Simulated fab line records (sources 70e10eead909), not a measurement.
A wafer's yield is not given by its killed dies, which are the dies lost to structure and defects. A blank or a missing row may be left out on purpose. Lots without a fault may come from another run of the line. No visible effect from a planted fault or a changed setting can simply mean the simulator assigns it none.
fab line records ; flow nand_harc
[record] lots = 6; wafers = 18; last_day = 23
route steps=1159 shown A_SOURCE_PLATE@418 A_ONON_D1@424 END@1159
lots that met no fault: taken from a fault-free run of the same line
start_h: hours from the record's first day to the start of the lot's first wafer shown ; wait_h: how many hours have passed since the lot's step before this one ; " as in the row above ; L1.1+2: one row covering several wafers at once ; - value missing, or start not given ; * or withheld: withheld ; < > ~ a bound
route shown NAME@n: names a module that has steps shown in the file, with the first one's number in the route ; usual: the fault-free wafers' mean and standard deviation ; same: alike in all rows ; chamber/n: place in a boat ; sites: per-site readings ; _std_site: how widely they spread, as a standard deviation ; _edge_site: inner sites' mean taken away from outer sites' mean ; radius_mm: how far each site lies from the wafer's centre ; mask NAME#n: copy n ; behind: the tool/chamber that last shaped the wafer ; hold: the reason the lot was held/the length of the hold in hours/how it ended ; device: transistor that didn't switch, given as n, p or np ; end of line: the route-end tests of the same wafers ; a step given without rows: its recipe and nothing more ; killed: the dies lost at the first sort to structure and to defects; this is not the yield of the wafer ; map: a wafer's dies, x killed, . not, _ none there
set.NAME: the run value of the setting; set.NAME@STEP: its run value at that earlier step ; model.NAME: the simulator's own value behind a step, which no gauge read
lots at some steps of the route; a table a step, a row a wafer
services: the hour from which a tool's chamber was out of use, counted from the record's first day as start_h (under 0 if before that day), plus the number of hours and why
[[steps]]
[step NHARC_A_SOURCE_PLATE_CVD_03]
[recipe] target_thk_a = 2000; temp_c = 620; pressure_mtorr = 200; time_s = 4000; material = poly-Si
[step NHARC_A_SOURCE_PLATE_ANNEAL_05]
[recipe] temp_c = 850; time_s = 1800
[step NHARC_A_SOURCE_PLATE_THK_MEAS_06]
[recipe] thk_meas_gauge = ellipsometry
[usual] thk_nm = 199.7/2.7
lot.wafer;tool;chamber;start_h;wait_h;thk_nm
L671.2;film_metro-02;-;170.37;0.4;201.3
L671.4;film_metro-02;-;170.37;0.4;198.9
L671.6;film_metro-02;-;170.37;0.4;200.4
L674.1;film_metro-01;-;177.78;0.4;198.9
L674.2;film_metro-01;-;177.78;0.4;200.6
L674.4;film_metro-01;-;177.78;0.4;199.4
L676.1;film_metro-02;-;193.42;0.4;197.5
L676.4;film_metro-02;-;193.42;0.4;197.3
L676.6;film_metro-02;-;193.42;0.4;199.8
L677.2;film_metro-02;-;204.66;0.4;201.4
L677.3;film_metro-02;-;204.66;0.4;197.0
L677.6;film_metro-02;-;204.66;0.4;200.4
L685.1;film_metro-01;-;254.87;0.4;205.2
L685.2;film_metro-01;-;254.87;0.4;205.1
L685.5;film_metro-01;-;254.87;0.4;203.1
L690.1;film_metro-02;-;277.80;0.4;202.6
L690.3;film_metro-02;-;277.80;0.4;200.6
L690.4;film_metro-02;-;277.80;0.4;198.5
[step NHARC_A_SOURCE_PLATE_INSPECT_08]
[usual] raw_defect_count = 64/22
lot.wafer;tool;chamber;start_h;wait_h;raw_defect_count
L671.2;defect_inspect-01;-;170.43;0.0;49
L671.4;defect_inspect-01;-;170.43;0.0;43
L671.6;defect_inspect-01;-;170.43;0.0;61
L674.1;defect_inspect-01;-;177.84;0.0;45
L674.2;defect_inspect-01;-;177.84;0.0;74
L674.4;defect_inspect-01;-;177.84;0.0;42
L676.1;defect_inspect-01;-;193.48;0.0;64
L676.4;defect_inspect-01;-;193.48;0.0;64
L676.6;defect_inspect-01;-;193.48;0.0;101
L677.2;defect_inspect-01;-;204.72;0.0;36
L677.3;defect_inspect-01;-;204.72;0.0;107
L677.6;defect_inspect-01;-;204.72;0.0;52
L685.1;defect_inspect-02;-;254.94;0.0;40
L685.2;defect_inspect-02;-;254.94;0.0;54
L685.5;defect_inspect-02;-;254.94;0.0;40
L690.1;defect_inspect-02;-;277.86;0.0;101
L690.3;defect_inspect-02;-;277.86;0.0;74
L690.4;defect_inspect-02;-;277.86;0.0;74
[step NHARC_A_ONON_D1_DEP_00]
[recipe] target_thk_a = 10000; n2_flow_sccm = 2750; n2o_flow_sccm = 2000; nh3_flow_sccm = 500; sih4_flow_sccm = 210; temp_c = 400
[step NHARC_A_ONON_D1_THK_MEAS_02]
[recipe] thk_meas_gauge = ellipsometry
[usual] thk_nm = 1000/12
lot.wafer;tool;chamber;start_h;wait_h;thk_nm
L671.2;film_metro-01;-;171.01;-;1001
L671.4;film_metro-01;-;171.01;-;1003
L671.6;film_metro-01;-;171.01;-;1002
L674.1;film_metro-01;-;178.42;-;995
L674.2;film_metro-01;-;178.42;-;995
L674.4;film_metro-01;-;178.42;-;995
L676.1;film_metro-02;-;194.05;-;1017
L676.4;film_metro-02;-;194.05;-;1019
L676.6;film_metro-02;-;194.05;-;1017
L677.2;film_metro-02;-;205.50;-;1007
L677.3;film_metro-02;-;205.50;-;1010
L677.6;film_metro-02;-;205.50;-;1008
L685.1;film_metro-01;-;255.51;-;1010
L685.2;film_metro-01;-;255.51;-;1011
L685.5;film_metro-01;-;255.51;-;1011
L690.1;film_metro-01;-;278.47;-;1009
L690.3;film_metro-01;-;278.47;-;1009
L690.4;film_metro-01;-;278.47;-;1010
[step NHARC_A_ONON_D1_DEP_03]
[recipe] target_thk_a = 10000; n2_flow_sccm = 2750; n2o_flow_sccm = 2000; nh3_flow_sccm = 500; sih4_flow_sccm = 210; temp_c = 400
[step NHARC_A_ONON_D1_THK_MEAS_05]
[recipe] thk_meas_gauge = ellipsometry
[usual] thk_nm = 1003/9.9
lot.wafer;tool;chamber;start_h;wait_h;thk_nm
L671.2;film_metro-02;-;171.57;-;1000
L671.4;film_metro-02;-;171.57;-;1001
L671.6;film_metro-02;-;171.57;-;999
L674.1;film_metro-02;-;178.99;-;1013
L674.2;film_metro-02;-;178.99;-;1013
L674.4;film_metro-02;-;178.99;-;1012
L676.1;film_metro-02;-;194.62;-;1002
L676.4;film_metro-02;-;194.62;-;1000
L676.6;film_metro-02;-;194.62;-;1002
L677.2;film_metro-01;-;206.54;-;993
L677.3;film_metro-01;-;206.54;-;994
L677.6;film_metro-01;-;206.54;-;993
L685.1;film_metro-02;-;256.09;-;993
L685.2;film_metro-02;-;256.09;-;989
L685.5;film_metro-02;-;256.09;-;990
L690.1;film_metro-02;-;279.04;-;1002
L690.3;film_metro-02;-;279.04;-;1004
L690.4;film_metro-02;-;279.04;-;1000
[step NHARC_A_ONON_D1_DEP_06]
[recipe] target_thk_a = 10000; n2_flow_sccm = 2750; n2o_flow_sccm = 2000; nh3_flow_sccm = 500; sih4_flow_sccm = 210; temp_c = 400
[step NHARC_A_ONON_D1_THK_MEAS_08]
[recipe] thk_meas_gauge = ellipsometry
[usual] thk_nm = 1000/11
lot.wafer;tool;chamber;start_h;wait_h;thk_nm
L671.2;film_metro-02;-;172.14;-;1002
L671.4;film_metro-02;-;172.14;-;1005
L671.6;film_metro-02;-;172.14;-;1004
L674.1;film_metro-01;-;179.58;-;992
L674.2;film_metro-01;-;179.58;-;993
L674.4;film_metro-01;-;179.58;-;992
L676.1;film_metro-01;-;195.18;-;1001
L676.4;film_metro-01;-;195.18;-;1000
L676.6;film_metro-01;-;195.18;-;998
L677.2;film_metro-01;-;207.10;-;1012
L677.3;film_metro-01;-;207.10;-;1012
L677.6;film_metro-01;-;207.10;-;1012
L685.1;film_metro-01;-;256.66;-;989
L685.2;film_metro-01;-;256.66;-;986
L685.5;film_metro-01;-;256.66;-;987
L690.1;film_metro-02;-;279.61;-;1008
L690.3;film_metro-02;-;279.61;-;1007
L690.4;film_metro-02;-;279.61;-;1007
[step NHARC_A_ONON_D1_DEP_09]
[recipe] target_thk_a = 10000; n2_flow_sccm = 2750; n2o_flow_sccm = 2000; nh3_flow_sccm = 500; sih4_flow_sccm = 210; temp_c = 400
lot.wafer;tool;chamber;start_h;wait_h
L671.2+4+6;pecvd_onon-02;0;172.25;0.1
L674.1+2+4;pecvd_onon-03;0;179.63;0.1
L676.1+4+6;pecvd_onon-02;0;195.24;0.1
L677.2+3+6;pecvd_onon-02;0;207.22;0.1
L685.1+2+5;pecvd_onon-03;0;256.71;0.1
L690.1+3+4;pecvd_onon-03;0;279.67;0.1
[step NHARC_A_ONON_D1_THK_MEAS_11]
[recipe] thk_meas_gauge = ellipsometry
[usual] thk_nm = 1000/10
lot.wafer;tool;chamber;start_h;wait_h;thk_nm
L671.2;film_metro-01;-;172.71;-;999
L671.4;film_metro-01;-;172.71;-;998
L671.6;film_metro-01;-;172.71;-;998
L674.1;film_metro-01;-;180.14;-;992
L674.2;film_metro-01;-;180.14;-;992
L674.4;film_metro-01;-;180.14;-;992
L676.1;film_metro-01;-;195.75;-;756
L676.4;film_metro-01;-;195.75;-;758
L676.6;film_metro-01;-;195.75;-;757
L677.2;film_metro-01;-;207.67;-;760
L677.3;film_metro-01;-;207.67;-;757
L677.6;film_metro-01;-;207.67;-;759
L685.1;film_metro-02;-;257.22;-;980
L685.2;film_metro-02;-;257.22;-;979
L685.5;film_metro-02;-;257.22;-;979
L690.1;film_metro-02;-;280.18;-;998
L690.3;film_metro-02;-;280.18;-;999
L690.4;film_metro-02;-;280.18;-;999
[step NHARC_A_ONON_D1_DEP_12]
[recipe] target_thk_a = 10000; n2_flow_sccm = 2750; n2o_flow_sccm = 2000; nh3_flow_sccm = 500; sih4_flow_sccm = 210; temp_c = 400
[step NHARC_END_SORT_01]
[recipe] temp_c = 25
[usual] killed_at_array = 29/11; killed_at_other = 0.7/1.1; killed_at_periphery = 2.9/2.2; killed_dies = 33/11; killed_open = 3.1/1.8; killed_short = 1.9/1.4
[same] gross_dies = 677
lot.wafer;tool;chamber;start_h;wait_h;killed_at_array;killed_at_other;killed_at_periphery;killed_dies;killed_open;killed_short
L676.1;prober-02;0;489.16;2.5;674;0;3;677;2;5
L676.4;prober-02;0;491.55;3.4;671;0;6;677;2;1
L676.6;prober-02;0;493.14;4.0;671;0;6;677;2;3
L677.2;prober-01;0;489.95;2.8;673;1;3;677;9;3
L677.3;prober-01;0;490.74;3.1;673;1;3;677;4;2
L677.6;prober-01;0;493.10;3.9;672;0;5;677;6;2
L685.1;prober-01;0;534.15;2.5;44;0;1;45;4;1
// killed by level:class
L676.1 A_ONON_D1:area_dep=663 A_CONTACT:chamber_film_flake=3 A_CHANNEL_FILL_D1:geometric_particle:short=2 P_GATE:geometric_particle:short=1 P_CONTACT:geometric_particle:open=1 A_ONON_D1:geometric_particle:open=1 A_ONON_D1:geometric_particle:short=1 A_WL_FILL:geometric_particle:short=1
L677.2 A_ONON_D1:area_dep=648 A_CHANNEL_HOLE_D1:chamber_film_flake=10 A_M0:geometric_particle:open=3 A_CONTACT:chamber_film_flake=3 A_SOURCE_PLATE:geometric_particle:open=2 A_WL_FILL:geometric_particle:short=2 A_CONTACT:geometric_particle:open=2 P_ZERO_WELL:chamber_film_flake=2
L677.3 A_ONON_D1:area_dep=651 A_CHANNEL_HOLE_D1:chamber_film_flake=11 A_CONTACT:chamber_film_flake=4 A_STAIRCASE:chamber_film_flake=3 P_STI:geometric_particle:open=1 P_M0:geometric_particle:open=1 A_SOURCE_PLATE:geometric_particle:short=1 A_ONON_D1:geometric_particle:open=1
L676.4 A_ONON_D1:area_dep=657 P_M1:chamber_film_flake=5 A_CONTACT:chamber_film_flake=4 A_CONTACT:geometric_particle:open=2 A_WL_FILL:chamber_film_flake=2 A_CHANNEL_HOLE_D1:chamber_film_flake=2 A_CONTACT:geometric_particle:short=1 P_ZERO_WELL:chamber_film_flake=1
L677.6 A_ONON_D1:area_dep=643 A_CHANNEL_HOLE_D1:chamber_film_flake=23 P_GATE:geometric_particle:open=2 A_CONTACT:chamber_film_flake=2 P_CONTACT:geometric_particle:open=1 P_CONTACT:geometric_particle:short=1 A_ONON_D1:geometric_particle:open=1 A_CHANNEL_FILL_D1:geometric_particle:open=1
L676.6 A_ONON_D1:area_dep=654 A_CONTACT:chamber_film_flake=8 P_M1:chamber_film_flake=3 A_CONTACT:geometric_particle:open=2 A_CHANNEL_HOLE_D1:chamber_film_flake=2 A_STAIRCASE:chamber_film_flake=2 P_M1:geometric_particle:short=1 A_ONON_D1:geometric_particle:short=1
L685.1 A_CHANNEL_HOLE_D1:chamber_film_flake=15 A_SLIT:chamber_film_flake=14 A_STAIRCASE:chamber_film_flake=6 A_CONTACT:chamber_film_flake=4 P_M0:geometric_particle:open=1 A_CHANNEL_FILL_D1:geometric_particle:open=1 A_CONTACT:geometric_particle:open=1 A_BLC:geometric_particle:open=1
// map L676.1 (x killed, . not)
____________x____________
_________xxxxxxx_________
_______xxxxxxxxxxx_______
______xxxxxxxxxxxxx______
_____xxxxxxxxxxxxxxx_____
____xxxxxxxxxxxxxxxxx____
____xxxxxxxxxxxxxxxxx____
___xxxxxxxxxxxxxxxxxxx___
___xxxxxxxxxxxxxxxxxxx___
__xxxxxxxxxxxxxxxxxxxxx__
__xxxxxxxxxxxxxxxxxxxxx__
_xxxxxxxxxxxxxxxxxxxxxxx_
_xxxxxxxxxxxxxxxxxxxxxxx_
_xxxxxxxxxxxxxxxxxxxxxxx_
_xxxxxxxxxxxxxxxxxxxxxxx_
_xxxxxxxxxxxxxxxxxxxxxxx_
xxxxxxxxxxxxxxxxxxxxxxxxx
xxxxxxxxxxxxxxxxxxxxxxxxx
xxxxxxxxxxxxxxxxxxxxxxxxx
xxxxxxxxxxxxxxxxxxxxxxxxx
xxxxxxxxxxxxxxxxxxxxxxxxx
_xxxxxxxxxxxxxxxxxxxxxxx_
_xxxxxxxxxxxxxxxxxxxxxxx_
_xxxxxxxxxxxxxxxxxxxxxxx_
_xxxxxxxxxxxxxxxxxxxxxxx_
_xxxxxxxxxxxxxxxxxxxxxxx_
__xxxxxxxxxxxxxxxxxxxxx__
__xxxxxxxxxxxxxxxxxxxxx__
___xxxxxxxxxxxxxxxxxxx___
___xxxxxxxxxxxxxxxxxxx___
____xxxxxxxxxxxxxxxxx____
____xxxxxxxxxxxxxxxxx____
_____xxxxxxxxxxxxxxx_____
______xxxxxxxxxxxxx______
_______xxxxxxxxxxx_______
_________xxxxxxx_________
____________x____________
// map L677.2 (x killed, . not)
____________x____________
_________xxxxxxx_________
_______xxxxxxxxxxx_______
______xxxxxxxxxxxxx______
_____xxxxxxxxxxxxxxx_____
____xxxxxxxxxxxxxxxxx____
____xxxxxxxxxxxxxxxxx____
___xxxxxxxxxxxxxxxxxxx___
___xxxxxxxxxxxxxxxxxxx___
__xxxxxxxxxxxxxxxxxxxxx__
__xxxxxxxxxxxxxxxxxxxxx__
_xxxxxxxxxxxxxxxxxxxxxxx_
_xxxxxxxxxxxxxxxxxxxxxxx_
_xxxxxxxxxxxxxxxxxxxxxxx_
_xxxxxxxxxxxxxxxxxxxxxxx_
_xxxxxxxxxxxxxxxxxxxxxxx_
xxxxxxxxxxxxxxxxxxxxxxxxx
xxxxxxxxxxxxxxxxxxxxxxxxx
xxxxxxxxxxxxxxxxxxxxxxxxx
xxxxxxxxxxxxxxxxxxxxxxxxx
xxxxxxxxxxxxxxxxxxxxxxxxx
_xxxxxxxxxxxxxxxxxxxxxxx_
_xxxxxxxxxxxxxxxxxxxxxxx_
_xxxxxxxxxxxxxxxxxxxxxxx_
_xxxxxxxxxxxxxxxxxxxxxxx_
_xxxxxxxxxxxxxxxxxxxxxxx_
__xxxxxxxxxxxxxxxxxxxxx__
__xxxxxxxxxxxxxxxxxxxxx__
___xxxxxxxxxxxxxxxxxxx___
___xxxxxxxxxxxxxxxxxxx___
____xxxxxxxxxxxxxxxxx____
____xxxxxxxxxxxxxxxxx____
_____xxxxxxxxxxxxxxx_____
______xxxxxxxxxxxxx______
_______xxxxxxxxxxx_______
_________xxxxxxx_________
____________x____________
[[services]]
tool;chamber;start_h;hours;kind
pecvd_onon-03;-;153.00;13.0;pm
pecvd_onon-03;-;234.90;6.8;repair
[[key]]
[first_sign] step = NHARC_A_ONON_D1_THK_MEAS_11; reading = thk_nm; direction = down; sigmas = 23; usual = 1000; struck = 758
[effect] step = NHARC_END_SORT_01; reading = killed_dies; direction = up; sigmas = 58; usual = 33; struck = 677
[more_kills_born_at] NHARC_A_ONON_D1_DEP_09@pecvd_onon-02 = 3916
met_at NHARC_A_ONON_D1_DEP_09
struck_wafers L676.1,L676.4,L676.6,L677.2,L677.3,L677.6
later_rows_left_out L676.1,L676.4,L676.6,L677.2,L677.3,L677.6
tester_left_out L676,L677
onset_between 172.25 195.24
[fault] kind = process_parameter_drift; tool = pecvd_onon-02; chamber = -; onset_h = 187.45; steps = NHARC_A_ONON_D1_DEP_09; channel = target_thk_a; offset = *; shape = step; end_h = 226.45; acts_in = *; stated = *
// tester_left_out: of these lots the tester's yield and bins aren't shown, on N5 and GAA mostly nor the transistor test; their killed dies are dies lost to structure and defects alone, not to doping, threshold or leakage, so they don't give the yield
// later_rows_left_out: the simulator's readings of these wafers behind a module that went badly wrong aren't trusted and aren't shown, but for the sort
